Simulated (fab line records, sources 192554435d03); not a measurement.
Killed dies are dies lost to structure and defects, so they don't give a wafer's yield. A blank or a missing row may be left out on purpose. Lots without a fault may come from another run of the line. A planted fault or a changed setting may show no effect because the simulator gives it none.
fab line records | flow n5_finfet
record lots=5 wafers=15 last_day=17
route steps=1938 shown MIM_BOT_LITHO@1854 MIM_BOT_ETCH@1866 PASS1_CAP@1873 TV_LITHO@1875
lots that met no fault: from a run of the same line without faults
start_h: hours from the record's first day to the start of the lot's first wafer shown | wait_h: hours since the lot's step before | " the same as in the row above | L1.1+2: a row that stands for several wafers | - no value, or no start given | * or withheld: withheld | < > ~ a bound
route shown NAME@n: a module of which the file shows steps, and the number in the route of the first | usual: mean/standard deviation of fault-free wafers | same: alike in all rows | chamber/n: place in a boat | sites: the reading at each site | _std_site: their standard deviation | _edge_site: outer sites' mean less inner sites' | radius_mm: how far each site lies from the wafer's centre | mask NAME#n: copy n | behind: the tool/chamber that last shaped the wafer | hold: why the lot was held/for how many hours/how that ended | device: the transistor (n, p or np) that didn't switch | end of line: the same wafers' tests at the end of the route | a step without rows: its recipe alone | killed: dies lost to structure and defects at the first sort, not the wafer's yield | map: a wafer's dies, x killed, . not, _ none there
set.NAME: the setting as run; set.NAME@STEP: as run at that earlier step | model.NAME: the simulator's own value behind a step, which no gauge read
lots at some steps of the route; a table a step, a row a wafer
services: from which hour (start_h, from the record's first day; less than 0 if before it) a tool's chamber was out of use, for how many hours, and why
## steps
# step N5_MIM_BOT_LITHO_HMDS_01
# recipe time_s=60 temp_c=120
# usual heater_power_total_W=196.9/2.1
# columns lot.wafer tool chamber start_h wait_h heater_power_total_W
L075.2 litho_track-04 0 346.61 0.0 195.7
L075.3 " 0 " " 197.3
L075.6 " 0 " " 193.9
L081.1 litho_track-02 0 350.65 0.0 194.6
L081.4 " 0 " " 198.4
L081.6 " 0 " " 199.1
L083.3 litho_track-05 0 351.52 0.1 193.9
L083.4 " 0 " " 199.8
L083.5 " 0 " " 194.2
L084.1 litho_track-05 0 378.98 0.1 199.8
L084.3 " 0 " " 196.6
L084.6 " 0 " " 195.8
L091.1 litho_track-02 0 402.90 0.0 194.1
L091.2 " 0 " " 197.3
L091.6 " 0 " " 195.0
# step N5_MIM_BOT_LITHO_COAT_02
# recipe spin_rpm=* resist_thk_nm=*
# columns lot.wafer tool chamber start_h wait_h
L075.2+3+6 litho_track-04 0 - -
L081.1+4+6 litho_track-02 0 - -
L083.3+4+5 litho_track-05 0 - -
L084.1+3+6 litho_track-05 0 - -
L091.1+2+6 litho_track-02 0 - -
# step N5_MIM_BOT_LITHO_EBR_04
# recipe solvent=PGMEA ebr_width_mm=1.5
# columns lot.wafer tool chamber start_h wait_h
L075.2+3+6 litho_track-04 0 - -
L081.1+4+6 litho_track-02 0 - -
L083.3+4+5 litho_track-05 0 - -
L084.1+3+6 litho_track-05 0 - -
L091.1+2+6 litho_track-02 0 - -
# step N5_MIM_BOT_LITHO_SOFTBAKE_03
# recipe temp_c=100 time_s=90
# usual heater_power_total_W=121.2/0.61
# columns lot.wafer tool chamber start_h wait_h heater_power_total_W
L075.2 litho_track-04 0 - - 121.5
L075.3 " 0 " " 120.3
L075.6 " 0 " " 121.5
L081.1 litho_track-02 0 - - 121.5
L081.4 " 0 " " 121.1
L081.6 " 0 " " 120.0
L083.3 litho_track-05 0 - - 121.8
L083.4 " 0 " " 121.2
L083.5 " 0 " " 120.4
L084.1 litho_track-05 0 - - 121.9
L084.3 " 0 " " 120.9
L084.6 " 0 " " 121.8
L091.1 litho_track-02 0 - - 121.3
L091.2 " 0 " " 120.5
L091.6 " 0 " " 121.3
# step N5_MIM_BOT_LITHO_EXPOSE_05
# recipe mask_id=MIM_BOT na=0.55 source_shape=conventional sigma_outer=0.8 polarization=unpolarized dose_mj=24.25
# usual reticle_temp_C=23.01/0.11
# columns lot.wafer tool chamber start_h wait_h mask reticle_temp_C
L075.2 krf_scanner-02 0 346.85 - MIM_BOT#0 23.04
L075.3 " 0 " " MIM_BOT#0 23.02
L075.6 " 0 " " MIM_BOT#0 22.95
L081.1 krf_scanner-02 0 350.75 - MIM_BOT#0 23.12
L081.4 " 0 " " MIM_BOT#0 23.05
L081.6 " 0 " " MIM_BOT#0 23.07
L083.3 krf_scanner-01 0 351.76 - MIM_BOT#0 22.93
L083.4 " 0 " " MIM_BOT#0 23.03
L083.5 " 0 " " MIM_BOT#0 22.88
L084.1 krf_scanner-02 0 379.09 - MIM_BOT#0 22.98
L084.3 " 0 " " MIM_BOT#0 22.82
L084.6 " 0 " " MIM_BOT#0 23.00
L091.1 krf_scanner-01 0 403.01 - MIM_BOT#0 23.14
L091.2 " 0 " " MIM_BOT#0 23.16
L091.6 " 0 " " MIM_BOT#0 23.18
# step N5_MIM_BOT_LITHO_PEB_06
# recipe peb_temp_c=withheld peb_time_s=*
# columns lot.wafer tool chamber start_h wait_h
L075.2+3+6 litho_track-04 0 346.90 0.0
L081.1+4+6 litho_track-04 0 350.81 0.1
L083.3+4+5 litho_track-02 0 351.81 0.0
L084.1+3+6 litho_track-02 0 379.14 0.1
L091.1+2+6 litho_track-02 0 403.07 0.1
# step N5_MIM_BOT_LITHO_DEVELOP_07
# recipe develop_time_s=60 rinse_liquid=diw dry=air_spin dev_temp_c=21
# same develop_time_s=60
# columns lot.wafer tool chamber start_h wait_h
L075.2+3+6 litho_track-04 0 - -
L081.1+4+6 litho_track-04 0 - -
L083.3+4+5 litho_track-02 0 - -
L084.1+3+6 litho_track-02 0 - -
L091.1+2+6 litho_track-02 0 - -
# step N5_MIM_BOT_LITHO_HARDBAKE_09
# recipe temp_c=130 time_s=120
# usual heater_power_total_W=147.9/0.88
# columns lot.wafer tool chamber start_h wait_h heater_power_total_W
L075.2 litho_track-04 0 - - 147.3
L075.3 " 0 " " 149.0
L075.6 " 0 " " 149.1
L081.1 litho_track-04 0 - - 148.1
L081.4 " 0 " " 148.0
L081.6 " 0 " " 149.3
L083.3 litho_track-02 0 - - 147.3
L083.4 " 0 " " 148.2
L083.5 " 0 " " 147.3
L084.1 litho_track-02 0 - - 147.2
L084.3 " 0 " " 148.2
L084.6 " 0 " " 149.2
L091.1 litho_track-02 0 - - 146.5
L091.2 " 0 " " 148.5
L091.6 " 0 " " 147.7
# step N5_MIM_BOT_LITHO_CD_MEAS_08
# recipe target_cd_nm=3000 landing_energy_ev=500 detector=se_inlens polarity=opening
# usual cd_nm=2999.6/1.7
# columns lot.wafer tool chamber start_h wait_h cd_nm
L075.2 cd_sem-01 0 347.02 - 3000.6
L075.3 " 0 " " 3000.8
L075.6 " 0 " " 2998.7
L081.1 cd_sem-02 0 350.93 - 2998.8
L081.4 " 0 " " 2997.9
L081.6 " 0 " " 2999.4
L083.3 cd_sem-03 0 351.93 - 2997.7
L083.4 " 0 " " 3000.8
L083.5 " 0 " " 3003.1
L084.1 cd_sem-02 0 379.26 - 2999.3
L084.3 " 0 " " 2998.7
L084.6 " 0 " " 3002.6
L091.1 cd_sem-01 0 403.18 - 2998.0
L091.2 " 0 " " 3000.8
L091.6 " 0 " " 2997.8
# step N5_MIM_BOT_LITHO_OVL_MEAS_11
# recipe points_per_wafer=44
# usual MIM_BOT_OVL=-2/5
# columns lot.wafer tool chamber start_h wait_h MIM_BOT_OVL[nm]
L075.2 overlay-02 0 347.05 0.0 -5
L075.3 " 0 " " -3
L075.6 " 0 " " 5
L081.1 overlay-02 0 350.96 0.0 -2
L081.4 " 0 " " 0
L081.6 " 0 " " -2
L083.3 overlay-02 0 351.96 0.0 -3
L083.4 " 0 " " -9
L083.5 " 0 " " -7
L084.1 overlay-01 0 379.29 0.0 -2
L084.3 " 0 " " -3
L084.6 " 0 " " -3
L091.1 overlay-02 0 403.21 0.0 -5
L091.2 " 0 " " 4
L091.6 " 0 " " 0
# step N5_MIM_BOT_LITHO_INSPECT_12
# recipe mode=adi inspect_instrument=macro
# usual raw_defect_count=2.0/1.5
# columns lot.wafer tool chamber start_h wait_h raw_defect_count
L075.2 defect_inspect-01 - 347.07 0.0 2
L075.3 " - " " 3
L075.6 " - " " 1
L081.1 defect_inspect-01 - 350.98 0.0 5
L081.4 " - " " 4
L081.6 " - " " 2
L083.3 defect_inspect-02 - 351.98 0.0 2
L083.4 " - " " 1
L083.5 " - " " 3
L084.1 defect_inspect-02 - 379.32 0.0 4
L084.3 " - " " 3
L084.6 " - " " 3
L091.1 defect_inspect-01 - 403.24 0.0 1
L091.2 " - " " 1
L091.6 " - " " 0
# step N5_MIM_BOT_LITHO_DESCUM_10
# recipe chemistry=O2 time_s=7.9 source_power_w=50 bias_power_w=20 pressure_mtorr=20 rf_frequency_hz=2.712e+07 temp_c=40 o2_flow_sccm=225
# usual drypump_motor_current_A=5.9/0.54 oes_product_au=0.84/0.08 rf_vpp_V=243.4/1.4 showerhead_plenum_p_Torr=2.11/0.079 throttle_valve_pct=20.30/0.29
# columns lot.wafer tool chamber start_h wait_h drypump_motor_current_A oes_product_au rf_hours_counter_h rf_vpp_V showerhead_plenum_p_Torr throttle_valve_pct
L075.2 rie_diel-02 1 347.11 0.0 5.5 0.92 19 242.4 2.06 20.65
L075.3 " 0 " " 6.1 0.84 78 244.4 2.22 19.99
L075.6 " 3 " " 6.4 0.69 - 240.8 1.98 20.26
L081.1 rie_diel-02 1 351.02 0.0 5.5 0.90 20 243.5 2.06 20.66
L081.4 " 2 " " 5.2 0.87 40 243.6 2.04 20.19
L081.6 " 3 " " 6.3 0.67 - 240.2 1.98 20.24
L083.3 rie_diel-03 0 352.02 0.0 4.9 0.84 60 242.6 2.04 20.17
L083.4 " 3 " " 6.1 0.93 27 244.7 2.23 20.09
L083.5 " 1 " " 5.9 0.72 - 244.7 2.17 21.07
L084.1 rie_diel-03 3 379.35 0.0 6.2 0.91 37 245.9 2.22 20.11
L084.3 " 0 " " 4.9 0.83 71 242.0 2.04 20.19
L084.6 " 2 " " 5.7 0.68 - 241.3 1.97 20.44
L091.1 rie_diel-06 1 403.29 0.0 5.2 0.90 20 242.6 2.16 20.41
L091.2 " 3 " " 6.8 0.87 50 242.7 2.11 20.01
L091.6 " 1 " " 5.2 0.90 - 244.0 2.16 20.42
# step N5_MIM_BOT_ETCH_ETCH_04
# recipe chemistry=CF4/O2 target=SiNx target_depth_a=260 time_s=13 ion_energy_ev=100 pressure_mtorr=40 source_w=535 bias_w=49 Ar_flow_sccm=100 cf4_flow_sccm=100 O2_flow_sccm=10
# usual drypump_motor_current_A=5.9/0.54 mfc_ar_sccm=99.98/0.28 oes_product_au=0.84/0.078 rf_vpp_V=241/3.9 showerhead_plenum_p_Torr=2.22/0.074 throttle_valve_pct=15.82/0.27
# columns lot.wafer tool chamber start_h wait_h drypump_motor_current_A mfc_ar_sccm oes_product_au rf_hours_counter_h rf_vpp_V showerhead_plenum_p_Torr throttle_valve_pct
L075.2 rie_diel-02 1 347.17 0.0 5.5 100.14 0.92 19 238 2.15 16.01
L075.3 " 0 " " 6.1 100.39 0.85 78 244 2.32 15.47
L075.6 " 3 " " 6.3 99.68 0.68 - 236 2.09 15.89
L081.1 rie_diel-02 1 351.08 0.0 5.4 100.14 0.91 20 239 2.15 16.01
L081.4 " 2 " " 5.2 99.47 0.89 40 239 2.17 15.80
L081.6 " 3 " " 6.3 100.07 0.68 - 237 2.09 15.90
L083.3 rie_diel-03 0 352.08 0.0 4.9 100.13 0.86 60 241 2.16 15.77
L083.4 " 3 " " 6.1 99.75 0.92 27 246 2.33 15.56
L083.5 " 1 " " 5.9 99.83 0.74 - 240 2.27 16.55
L084.1 rie_diel-03 3 379.42 0.0 6.1 99.45 0.91 37 244 2.32 15.57
L084.3 " 0 " " 4.9 100.22 0.85 71 238 2.16 15.81
L084.6 " 2 " " 5.6 100.35 0.67 - 232 2.09 16.12
L091.1 rie_diel-06 1 403.35 0.0 5.2 100.61 0.91 20 234 2.25 15.76
L091.2 " 3 " " 6.8 99.72 0.85 50 244 2.25 15.73
L091.6 " 1 " " 5.2 100.22 0.91 - 236 2.25 15.76
# step N5_MIM_BOT_ETCH_ETCH_03
# recipe chemistry=Cl2/BCl3 target_depth_a=120 pressure_mtorr=8 icp_w=800 bias_w=100 Cl2_flow_sccm=20 bcl3_flow_sccm=80
# usual drypump_motor_current_A=5.5/0.58 oes_product_au=0.84/0.07 throttle_valve_pct=27.49/0.27
# columns lot.wafer tool chamber start_h wait_h drypump_motor_current_A oes_product_au rf_hours_counter_h throttle_valve_pct
L075.2 rie_metal-03 0 347.26 0.1 5.1 0.78 48 27.89
L075.3 " 1 " " 6.0 0.96 - 27.26
L075.6 " 0 " " 5.1 0.78 - 27.87
L081.1 rie_metal-02 0 351.17 0.1 4.8 0.91 9 27.25
L081.4 " 1 " " 6.3 0.83 - 27.74
L081.6 " 1 " " 6.3 0.83 - 27.74
L083.3 rie_metal-02 1 352.20 0.1 6.4 0.84 - 27.75
L083.4 " 0 " " 4.8 0.90 - 27.24
L083.5 " 1 " " 6.4 0.83 - 27.73
L084.1 rie_metal-02 1 379.51 0.1 6.4 0.82 34 27.73
L084.3 " 1 " " 6.3 0.83 - 27.74
L084.6 " 1 " " 6.4 0.82 - 27.72
L091.1 rie_metal-01 0 403.44 0.1 5.0 0.80 42 27.43
L091.2 " 1 " " 5.6 0.75 45 27.24
L091.6 " 1 " " 5.6 0.74 - 27.24
# step N5_MIM_BOT_ETCH_ETCH_00
# recipe chemistry=Cl2/BCl3 target=TiN target_depth_a=455 ion_energy_ev=150 pressure_mtorr=10 icp_w=1000 bias_w=126 Cl2_flow_sccm=53.25 bcl3_flow_sccm=21.75 Ar_flow_sccm=25
# usual drypump_motor_current_A=5.5/0.58 mfc_ar_sccm=25.01/0.075 oes_product_au=0.84/0.069 throttle_valve_pct=21.84/0.26
# columns lot.wafer tool chamber start_h wait_h drypump_motor_current_A mfc_ar_sccm oes_product_au rf_hours_counter_h throttle_valve_pct
L075.2 rie_metal-03 0 347.35 0.1 5.1 25.05 0.77 48 22.18
L075.3 " 1 " " 6.0 25.01 0.96 - 21.53
L075.6 " 0 " " 5.1 25.09 0.78 - 22.18
L081.1 rie_metal-02 0 351.26 0.1 4.9 24.97 0.90 9 21.62
L081.4 " 1 " " 6.4 24.94 0.83 - 22.05
L081.6 " 1 " " 6.4 24.98 0.83 - 22.05
L083.3 rie_metal-02 1 352.30 0.1 6.4 25.07 0.83 - 22.05
L083.4 " 0 " " 4.9 25.00 0.90 - 21.64
L083.5 " 1 " " 6.4 25.02 0.82 - 22.05
L084.1 rie_metal-02 1 379.60 0.1 6.4 24.98 0.82 34 22.06
L084.3 " 1 " " 6.4 25.11 0.83 - 22.06
L084.6 " 1 " " 6.3 24.90 0.82 - 22.04
L091.1 rie_metal-01 0 403.53 0.1 5.0 25.02 0.80 42 21.88
L091.2 " 1 " " 5.6 24.98 0.74 45 21.64
L091.6 " 1 " " 5.7 25.03 0.75 - 21.64
# step N5_MIM_BOT_ETCH_STRIP_01
# recipe chemistry=O2 power_w=600 temp_c=60 pressure_mtorr=30 rf_frequency_hz=6e+07 bias_power_w=0 overash_fraction=0.5 o2_flow_sccm=225
# usual drypump_motor_current_A=5.8/0.5 oes_product_au=0.83/0.09 rf_vpp_V=3.6/1.3 showerhead_plenum_p_Torr=2.13/0.091 throttle_valve_pct=16.5/0.34
# columns lot.wafer tool chamber start_h wait_h drypump_motor_current_A oes_product_au rf_hours_counter_h rf_vpp_V showerhead_plenum_p_Torr throttle_valve_pct
L075.2 rie_diel-03 0 347.49 0.1 4.9 0.87 59 3.1 2.05 16.4
L075.3 " 1 " " 5.9 0.73 221 3.7 2.18 17.3
L075.6 " 0 " " 4.9 0.86 - 3.8 2.05 16.4
L081.1 rie_diel-03 1 351.40 0.1 5.9 0.72 222 3.6 2.18 17.3
L081.4 " 2 " " 5.7 0.68 235 4.0 1.98 16.7
L081.6 " 3 " " 6.1 0.90 - 5.0 2.23 16.3
L083.3 rie_diel-02 3 352.40 0.1 6.3 0.67 245 1.1 1.98 16.6
L083.4 " 1 " " 5.5 0.89 21 3.9 2.06 16.8
L083.5 " 3 " " 6.3 0.67 - 2.4 1.98 16.6
L084.1 rie_diel-02 2 379.89 0.2 5.2 0.89 53 2.9 2.04 16.4
L084.3 " 0 " " 6.1 0.81 92 1.4 2.21 16.3
L084.6 " 2 " " 5.2 0.86 - 7.0 2.04 16.4
L091.1 rie_diel-06 2 403.67 0.1 6.2 0.87 41 6.6 2.15 16.6
L091.2 " 3 " " 6.8 0.85 50 6.8 2.12 16.3
L091.6 " 2 " " 6.2 0.88 - 1.7 2.15 16.6
# step N5_MIM_BOT_ETCH_STRIP_02
# recipe chemistry=post_etch_residue_remover time_s=1200 temp_c=72.5
# columns lot.wafer tool chamber start_h wait_h
L075.2+3+6 wet_bench-05 1,2,3 347.56 -
L081.1+4+6 wet_bench-04 5,1,7 351.47 -
L083.3+4+5 wet_bench-05 5,3,0 352.47 -
L084.1+3+6 wet_bench-04 0,5,2 379.95 -
L091.1+2+6 wet_bench-01 4,5,6 403.74 -
# step N5_MIM_BOT_ETCH_CLEAN_05
# recipe chemistry=IPA time_s=180 temp_c=25
# columns lot.wafer tool chamber start_h wait_h
L075.2+3+6 wet_bench-05 1,2,3 347.89 0.0
L081.1+4+6 wet_bench-04 5,1,7 351.80 0.0
L083.3+4+5 wet_bench-05 5,3,0 352.80 0.0
L084.1+3+6 wet_bench-04 0,5,2 380.29 0.0
L091.1+2+6 wet_bench-01 4,5,6 404.08 0.0
# step N5_MIM_BOT_ETCH_SRD_06
# recipe dry=ipa_marangoni time_s=30 temp_c=23 rinse_liquid=diw
# columns lot.wafer tool chamber start_h wait_h
L075.2+3+6 wet_bench-05 1,2,3 347.95 0.0
L081.1+4+6 wet_bench-04 5,1,7 351.86 0.0
L083.3+4+5 wet_bench-05 5,3,0 352.85 0.0
L084.1+3+6 wet_bench-04 0,5,2 380.34 0.0
L091.1+2+6 wet_bench-01 4,5,6 404.13 0.0
# step N5_PASSIVATION_PECVD_55
# recipe material=SiO2 target_thk_a=4000 temp_c=400 precursor=SiH4/N2O pressure_torr=2.7 rf_w=608 time_s=22.5
# usual heater_power_outer_w=387/58 heater_power_w=673/94 showerhead_plenum_p_Torr=8.12/0.14 throttle_valve_pct=51.2/2.3
# columns lot.wafer tool chamber start_h wait_h heater_power_outer_w heater_power_w showerhead_plenum_p_Torr throttle_valve_pct
L075.2 pecvd-04 1 348.00 0.0 415 729 8.23 49.2
L075.3 " 1 " " 305 567 8.22 49.2
L075.6 " 2 " " 283 521 8.08 48.6
L081.1 pecvd-02 2 351.90 0.0 366 726 7.90 53.1
L081.4 " 0 " " 491 779 8.25 53.7
L081.6 " 2 " " 396 755 7.90 52.5
L083.3 pecvd-02 0 352.90 0.0 490 793 8.26 53.4
L083.4 " 0 " " 518 788 8.24 53.7
L083.5 " 2 " " 463 831 7.92 53.0
L084.1 pecvd-01 0 380.39 0.0 333 609 8.16 55.0
L084.3 " 2 " " 402 633 8.03 50.6
L084.6 " 1 " " 313 648 7.93 48.4
L091.1 pecvd-01 1 404.17 0.0 327 664 7.93 48.6
L091.2 " 2 " " 322 527 8.03 50.7
L091.6 " 2 " " 351 558 8.04 50.9
# step N5_PASSIVATION_PECVD_01
# recipe material=SiNx target_thk_a=2000 temp_c=400 precursor=SiH4/NH3/N2 pressure_torr=4.9 rf_w=1406 time_s=43.2
# usual heater_power_outer_w=180/62 heater_power_w=399/100 showerhead_plenum_p_Torr=8.64/0.1 throttle_valve_pct=29.0/1.3
# columns lot.wafer tool chamber start_h wait_h heater_power_outer_w heater_power_w showerhead_plenum_p_Torr throttle_valve_pct
L075.2 pecvd-04 1 348.05 0.0 166 387 8.74 27.8
L075.3 " 1 " " 177 381 8.72 27.9
L075.6 " 2 " " 166 366 8.60 27.7
L081.1 pecvd-02 2 351.94 0.0 202 517 8.50 29.8
L081.4 " 0 " " 309 522 8.70 30.6
L081.6 " 2 " " 208 532 8.48 29.9
L083.3 pecvd-02 0 352.94 0.0 270 484 8.75 30.1
L083.4 " 0 " " 281 505 8.75 30.3
L083.5 " 2 " " 169 470 8.48 29.9
L084.1 pecvd-01 0 380.42 0.0 183 428 8.66 31.1
L084.3 " 2 " " 138 281 8.57 28.3
L084.6 " 1 " " 174 455 8.51 27.7
L091.1 pecvd-01 1 404.21 0.0 62 319 8.50 27.5
L091.2 " 2 " " 94 229 8.60 28.8
L091.6 " 2 " " 108 237 8.59 28.6
# step N5_PASSIVATION_HMDS_03
# recipe time_s=60 temp_c=120
# usual heater_power_total_W=197.2/2.2
# columns lot.wafer tool chamber start_h wait_h heater_power_total_W
L075.2 litho_track-03 0 348.78 0.7 198.4
L075.3 " 0 " " 194.0
L075.6 " 0 " " 194.1
L081.1 litho_track-03 0 352.83 0.9 196.9
L081.4 " 0 " " 198.4
L081.6 " 0 " " 194.5
L083.3 litho_track-01 0 353.03 0.1 199.8
L083.4 " 0 " " 195.4
L083.5 " 0 " " 193.8
L084.1 litho_track-04 0 382.66 2.2 199.0
L084.3 " 0 " " 199.2
L084.6 " 0 " " 193.8
L091.1 litho_track-01 0 407.03 2.8 198.8
L091.2 " 0 " " 197.5
L091.6 " 0 " " 195.4
# step N5_PASSIVATION_COAT_04
# recipe spin_rpm=* resist_thk_nm=*
# columns lot.wafer tool chamber start_h wait_h
L075.2+3+6 litho_track-03 0 - -
L081.1+4+6 litho_track-03 0 - -
L083.3+4+5 litho_track-01 0 - -
L084.1+3+6 litho_track-04 0 - -
L091.1+2+6 litho_track-01 0 - -
# step N5_PASSIVATION_EBR_06
# recipe solvent=PGMEA ebr_width_mm=1.5
# columns lot.wafer tool chamber start_h wait_h
L075.2+3+6 litho_track-03 0 - -
L081.1+4+6 litho_track-03 0 - -
L083.3+4+5 litho_track-01 0 - -
L084.1+3+6 litho_track-04 0 - -
L091.1+2+6 litho_track-01 0 - -
# step N5_PASSIVATION_SOFTBAKE_05
# recipe temp_c=100 time_s=90
# usual heater_power_total_W=121.2/0.62
# columns lot.wafer tool chamber start_h wait_h heater_power_total_W
L075.2 litho_track-03 0 - - 122.2
L075.3 " 0 " " 122.0
L075.6 " 0 " " 120.6
L081.1 litho_track-03 0 - - 122.1
L081.4 " 0 " " 120.5
L081.6 " 0 " " 120.9
L083.3 litho_track-01 0 - - 119.8
L083.4 " 0 " " 121.9
L083.5 " 0 " " 121.7
L084.1 litho_track-04 0 - - 120.3
L084.3 " 0 " " 120.5
L084.6 " 0 " " 120.7
L091.1 litho_track-01 0 - - 121.4
L091.2 " 0 " " 120.0
L091.6 " 0 " " 122.0
# step N5_PASSIVATION_EXPOSE_07
# recipe mask_id=TV na=0.55 source_shape=conventional sigma_outer=0.8 polarization=unpolarized defocus_nm=0 target_cd_nm=3000 dose_mj=22.75
# usual reticle_temp_C=23.01/0.11
# columns lot.wafer tool chamber start_h wait_h mask reticle_temp_C
L075.2 krf_scanner-01 0 349.02 - TV#0 23.08
L075.3 " 0 " " TV#0 23.06
L075.6 " 0 " " TV#0 23.01
L081.1 krf_scanner-02 0 353.06 - TV#0 22.91
L081.4 " 0 " " TV#0 22.77
L081.6 " 0 " " TV#0 22.91
L083.3 krf_scanner-01 0 353.27 - TV#0 22.87
L083.4 " 0 " " TV#0 23.04
L083.5 " 0 " " TV#0 22.93
L084.1 krf_scanner-02 0 382.80 - TV#0 23.02
L084.3 " 0 " " TV#0 22.77
L084.6 " 0 " " TV#0 23.00
L091.1 krf_scanner-01 0 407.26 - TV#0 23.01
L091.2 " 0 " " TV#0 23.09
L091.6 " 0 " " TV#0 23.10
# step N5_PASSIVATION_PEB_08
# recipe peb_temp_c=withheld peb_time_s=*
# columns lot.wafer tool chamber start_h wait_h
L075.2+3+6 litho_track-04 0 349.08 0.0
L081.1+4+6 litho_track-04 0 353.12 0.1
L083.3+4+5 litho_track-01 0 353.32 0.0
L084.1+3+6 litho_track-04 0 382.86 0.1
L091.1+2+6 litho_track-01 0 407.32 0.1
# step N5_PASSIVATION_DEVELOP_09
# recipe develop_time_s=60 rinse_liquid=diw dry=air_spin dev_temp_c=21
# same develop_time_s=60
# columns lot.wafer tool chamber start_h wait_h
L075.2+3+6 litho_track-04 0 - -
L081.1+4+6 litho_track-04 0 - -
L083.3+4+5 litho_track-01 0 - -
L084.1+3+6 litho_track-04 0 - -
L091.1+2+6 litho_track-01 0 - -
# step N5_PASSIVATION_HARDBAKE_11
# recipe temp_c=130 time_s=120
# usual heater_power_total_W=148.1/0.91
# columns lot.wafer tool chamber start_h wait_h heater_power_total_W
L075.2 litho_track-04 0 - - 148.3
L075.3 " 0 " " 147.6
L075.6 " 0 " " 146.6
L081.1 litho_track-04 0 - - 146.7
L081.4 " 0 " " 147.8
L081.6 " 0 " " 148.4
L083.3 litho_track-01 0 - - 148.0
L083.4 " 0 " " 147.5
L083.5 " 0 " " 148.9
L084.1 litho_track-04 0 - - 147.7
L084.3 " 0 " " 147.2
L084.6 " 0 " " 149.2
L091.1 litho_track-01 0 - - 146.6
L091.2 " 0 " " 146.4
L091.6 " 0 " " 149.2
# step N5_PASSIVATION_CD_MEAS_10
# recipe target_cd_nm=3000 landing_energy_ev=500 detector=se_inlens
# usual cd_nm=3000.9/2.1
# columns lot.wafer tool chamber start_h wait_h cd_nm
L075.2 cd_sem-01 0 349.20 - 3003.3
L075.3 " 0 " " 3003.0
L075.6 " 0 " " 3001.5
L081.1 cd_sem-03 0 353.24 - 3000.8
L081.4 " 0 " " 3000.9
L081.6 " 0 " " 3000.1
L083.3 cd_sem-03 0 353.44 - 3002.7
L083.4 " 0 " " 3003.8
L083.5 " 0 " " 3003.2
L084.1 cd_sem-02 0 382.98 - 2999.7
L084.3 " 0 " " 2999.7
L084.6 " 0 " " 2999.9
L091.1 cd_sem-01 0 407.44 - 3001.0
L091.2 " 0 " " 3007.1
L091.6 " 0 " " 3003.5
# step N5_PASSIVATION_OVL_MEAS_60
# recipe points_per_wafer=44
# usual TV_OVL=-5/5.3
# columns lot.wafer tool chamber start_h wait_h TV_OVL[nm]
L075.2 overlay-01 0 349.22 0.0 -3
L075.3 " 0 " " 0
L075.6 " 0 " " -4
L081.1 overlay-01 0 353.27 0.0 -8
L081.4 " 0 " " -3
L081.6 " 0 " " 3
L083.3 overlay-02 0 353.47 0.0 0
L083.4 " 0 " " -4
L083.5 " 0 " " -9
L084.1 overlay-02 0 383.01 0.0 -8
L084.3 " 0 " " -6
L084.6 " 0 " " -3
L091.1 overlay-02 0 407.47 0.0 1
L091.2 " 0 " " 5
L091.6 " 0 " " 0
# step N5_PASSIVATION_INSPECT_61
# recipe mode=adi inspect_instrument=macro
# usual raw_defect_count=2.0/1.4
# columns lot.wafer tool chamber start_h wait_h raw_defect_count
L075.2 defect_inspect-01 - 349.25 0.0 1
L075.3 " - " " 3
L075.6 " - " " 2
L081.1 defect_inspect-01 - 353.29 0.0 1
L081.4 " - " " 0
L081.6 " - " " 5
L083.3 defect_inspect-01 - 353.49 0.0 1
L083.4 " - " " 3
L083.5 " - " " 0
L084.1 defect_inspect-01 - 383.03 0.0 1
L084.3 " - " " 1
L084.6 " - " " 2
L091.1 defect_inspect-01 - 407.50 0.0 1
L091.2 " - " " 0
L091.6 " - " " 3
# step N5_PASSIVATION_DESCUM_12
# recipe chemistry=O2 time_s=7.9 source_power_w=50 bias_power_w=20 pressure_mtorr=20 rf_frequency_hz=2.712e+07 temp_c=40 o2_flow_sccm=225
# usual drypump_motor_current_A=5.7/0.47 oes_product_au=0.83/0.084 rf_vpp_V=243.0/1.4 showerhead_plenum_p_Torr=2.08/0.072 throttle_valve_pct=20.48/0.2
# columns lot.wafer tool chamber start_h wait_h drypump_motor_current_A oes_product_au rf_hours_counter_h rf_vpp_V showerhead_plenum_p_Torr throttle_valve_pct
L075.2 rie_diel-05 2 349.28 0.0 5.5 0.72 191 242.0 2.02 20.73
L075.3 " 0 " " 4.7 0.68 246 244.4 2.16 20.79
L075.6 " 0 " " 4.7 0.68 - 245.3 2.16 20.75
L081.1 rie_diel-04 2 353.40 0.1 5.5 0.72 187 241.1 1.98 20.23
L081.4 " 3 " " 5.8 0.95 8 241.5 2.07 20.56
L081.6 " 3 " " 5.8 0.96 - 241.8 2.07 20.55
L083.3 rie_diel-01 0 353.63 0.1 6.1 0.85 41 242.4 2.12 20.47
L083.4 " 3 " " 6.3 0.82 - 241.8 2.01 20.29
L083.5 " 0 " " 6.2 0.86 - 243.6 2.12 20.48
L084.1 rie_diel-05 1 383.24 0.2 5.9 0.81 115 247.8 2.21 20.81
L084.3 " 2 " " 5.5 0.72 203 242.9 2.01 20.74
L084.6 " 2 " " 5.5 0.72 - 240.8 2.01 20.75
L091.1 rie_diel-04 1 407.71 0.2 5.7 0.78 133 241.9 2.02 20.66
L091.2 " 3 " " 5.9 0.92 25 241.9 2.06 20.59
L091.6 " 1 " " 5.8 0.78 - 243.4 2.02 20.68
## services
# columns tool chamber start_h hours kind
rie_metal-02 - 325.49 1.1 repair
wet_bench-05 - 334.82 5.7 repair
rie_diel-02 - 336.28 0.6 repair
rie_metal-01 1 339.18 17.2 repair
rie_metal-03 0 339.98 5.8 repair
krf_scanner-02 - 342.33 2.3 repair
krf_scanner-02 - 353.38 1.0 pm
pecvd-02 0 355.07 39.7 repair
krf_scanner-02 - 361.06 1.3 pm
krf_scanner-02 - 363.56 5.5 repair
rie_diel-06 - 367.66 0.3 repair
krf_scanner-01 - 368.52 0.9 repair
rie_metal-01 1 374.88 1.7 repair
krf_scanner-01 - 378.09 0.2 repair
rie_diel-01 0 378.42 9.6 repair
rie_diel-05 3 378.97 14.3 repair
rie_diel-05 0 379.15 1.6 repair
rie_metal-02 0 383.10 15.2 repair
rie_diel-06 0 391.80 48.8 repair
krf_scanner-02 - 398.66 1.8 repair
rie_diel-04 0 399.11 26.0 repair
krf_scanner-01 - 401.23 1.0 pm
rie_diel-04 2 402.36 8.4 repair
rie_diel-06 1 404.37 14.4 repair
## key
fault none
